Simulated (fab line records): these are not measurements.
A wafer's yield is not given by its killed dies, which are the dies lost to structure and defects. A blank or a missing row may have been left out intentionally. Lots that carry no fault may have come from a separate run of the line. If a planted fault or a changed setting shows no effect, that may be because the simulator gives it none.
Matching of chambers    flow nandHarc    NHARC_A_STAIRCASE_TRIM_20 on rieDiel-06: 4 sister chambers
The step chemistry O2, time 211.2 s. 4 wafers are shown with their chamber, then 7 later ones without.

== WAFERS WITH THEIR CHAMBER ==
wafer   chamber  drypumpMotorCurrentA (A)
L517.2  2        5.4
L518.6  0        6.1
L521.2  1        5.9
L521.4  3        5.2

== WAFERS WITH NO CHAMBER GIVEN ==
wafer   drypumpMotorCurrentA (A)
L521.6  5.9
L531.1  5.2
L531.2  5.3
L531.6  5.9
L533.2  5.9
L533.3  6.1
L533.5  5.3

== EACH ONE'S CHAMBER ==
wafer   from the rows above      in truth
L521.6  1                        1
L531.1  3                        3
L531.2  can't be placed: 3 or 2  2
L531.6  1                        1
L533.2  1                        1
L533.3  0                        0
L533.5  can't be placed: 3 or 2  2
5 of 7 placed correctly. Unplaceable from these rows: 2, with the true chamber sitting among the candidates in 2. Number placed wrongly: 0.
How it was worked out, from the rows above alone: a wafer's distance from a chamber is the root of the sum, over the readings, of the square of ((its reading less the chamber's mean) divided by the reading's scatter). The wafer belongs to the nearest chamber; if the next one is less than 2 further off, it can't be placed. A chamber's mean is the mean of its shown wafers. The scatter (one wafer shown for each chamber): square how far every hidden wafer sits from the nearest shown wafer, average those squares and take the square root.
